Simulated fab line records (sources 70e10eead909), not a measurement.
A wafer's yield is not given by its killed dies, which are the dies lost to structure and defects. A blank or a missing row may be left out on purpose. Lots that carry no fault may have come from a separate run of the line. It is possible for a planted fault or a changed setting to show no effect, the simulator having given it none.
Matching of chambers / flow nand harc / NHARC_A_M1_STRIP_18 on rie diel-01: 4 sister chambers
The step strips in N2/H2. 18 wafers are shown with their chamber, then 9 later ones without.

EACH WAFER AND ITS CHAMBER
wafer=L075.2; chamber=3; oes product au (a.u.)=0.993; rf vpp V (V)=90.6; throttle valve pct (%)=14.171
wafer=L075.3; chamber=1; oes product au (a.u.)=1.019; rf vpp V (V)=90.8; throttle valve pct (%)=14.170
wafer=L075.5; chamber=0; oes product au (a.u.)=0.994; rf vpp V (V)=90.9; throttle valve pct (%)=14.182
wafer=L077.2; chamber=0; oes product au (a.u.)=1.000; rf vpp V (V)=89.6; throttle valve pct (%)=14.169
wafer=L077.3; chamber=3; oes product au (a.u.)=0.985; rf vpp V (V)=90.6; throttle valve pct (%)=14.156
wafer=L077.5; chamber=0; oes product au (a.u.)=1.006; rf vpp V (V)=90.4; throttle valve pct (%)=14.177
wafer=L078.2; chamber=0; oes product au (a.u.)=1.002; rf vpp V (V)=91.0; throttle valve pct (%)=14.194
wafer=L078.3; chamber=2; oes product au (a.u.)=1.008; rf vpp V (V)=89.8; throttle valve pct (%)=14.177
wafer=L078.5; chamber=0; oes product au (a.u.)=0.997; rf vpp V (V)=89.8; throttle valve pct (%)=14.180
wafer=L083.1; chamber=2; oes product au (a.u.)=1.000; rf vpp V (V)=90.1; throttle valve pct (%)=14.160
wafer=L083.2; chamber=3; oes product au (a.u.)=0.998; rf vpp V (V)=90.3; throttle valve pct (%)=14.181
wafer=L083.3; chamber=1; oes product au (a.u.)=1.004; rf vpp V (V)=89.9; throttle valve pct (%)=14.177
wafer=L085.2; chamber=2; oes product au (a.u.)=0.998; rf vpp V (V)=90.0; throttle valve pct (%)=14.175
wafer=L085.3; chamber=1; oes product au (a.u.)=1.012; rf vpp V (V)=90.1; throttle valve pct (%)=14.181
wafer=L085.4; chamber=3; oes product au (a.u.)=0.984; rf vpp V (V)=90.8; throttle valve pct (%)=14.167
wafer=L087.1; chamber=2; oes product au (a.u.)=1.007; rf vpp V (V)=89.0; throttle valve pct (%)=14.168
wafer=L087.3; chamber=1; oes product au (a.u.)=0.999; rf vpp V (V)=91.4; throttle valve pct (%)=14.176
wafer=L087.6; chamber=0; oes product au (a.u.)=1.009; rf vpp V (V)=91.1; throttle valve pct (%)=14.158

SIGNATURES (means of the wafers above)
reading=oes product au; chamber 0=1.00133; chamber 1=1.00850; chamber 2=1.00325; chamber 3=0.99000; scatter within a chamber=0.00653
reading=rf vpp V; chamber 0=90.467; chamber 1=90.550; chamber 2=89.725; chamber 3=90.575; scatter within a chamber=0.558
reading=throttle valve pct; chamber 0=14.17667; chamber 1=14.17600; chamber 2=14.17000; chamber 3=14.16875; scatter within a chamber=0.00967
Rule: a wafer lies at a distance from a chamber equal to the root of the sum of squares, over the readings, of (its reading less the chamber's mean, divided by the reading's scatter). If the next closest chamber is less than 2 further off than the closest, the wafer can't be placed; otherwise it belongs to the closest. The scatter: the root of (the sum of the squares of (reading less its chamber's mean) over the shown wafers, divided by (wafers less chambers)).

WAFERS MISSING THEIR CHAMBER
wafer=L086.1; oes product au (a.u.)=0.994; rf vpp V (V)=91.2; throttle valve pct (%)=14.169
wafer=L086.3; oes product au (a.u.)=1.002; rf vpp V (V)=89.9; throttle valve pct (%)=14.158
wafer=L086.4; oes product au (a.u.)=0.995; rf vpp V (V)=91.3; throttle valve pct (%)=14.185
wafer=L090.2; oes product au (a.u.)=1.005; rf vpp V (V)=90.6; throttle valve pct (%)=14.174
wafer=L090.5; oes product au (a.u.)=1.012; rf vpp V (V)=90.3; throttle valve pct (%)=14.165
wafer=L090.6; oes product au (a.u.)=0.999; rf vpp V (V)=91.1; throttle valve pct (%)=14.167
wafer=L092.2; oes product au (a.u.)=0.991; rf vpp V (V)=93.0; throttle valve pct (%)=14.194
wafer=L092.3; oes product au (a.u.)=0.993; rf vpp V (V)=89.4; throttle valve pct (%)=14.171
wafer=L092.6; oes product au (a.u.)=0.993; rf vpp V (V)=91.7; throttle valve pct (%)=14.146

THE CHAMBER EACH PASSED THROUGH
wafer=L086.1; from the rows above=can't be placed: 3 or 0 or 1 or 2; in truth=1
wafer=L086.3; from the rows above=can't be placed: 2 or 0 or 1 or 3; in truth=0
wafer=L086.4; from the rows above=can't be placed: 0 or 3 or 1 or 2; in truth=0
wafer=L090.2; from the rows above=can't be placed: 1 or 0 or 2 or 3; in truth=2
wafer=L090.5; from the rows above=can't be placed: 1 or 2 or 0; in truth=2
wafer=L090.6; from the rows above=can't be placed: 0 or 3 or 1 or 2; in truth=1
wafer=L092.2; from the rows above=can't be placed: 3 or 0 or 1 or 2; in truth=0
wafer=L092.3; from the rows above=can't be placed: 2 or 3 or 0 or 1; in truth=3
wafer=L092.6; from the rows above=can't be placed: 3 or 0 or 1 or 2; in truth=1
Placed correctly: 0 of 9. Can't be placed from these rows: 9 (the true chamber is among the candidates in 9). Wrongly placed: 0.
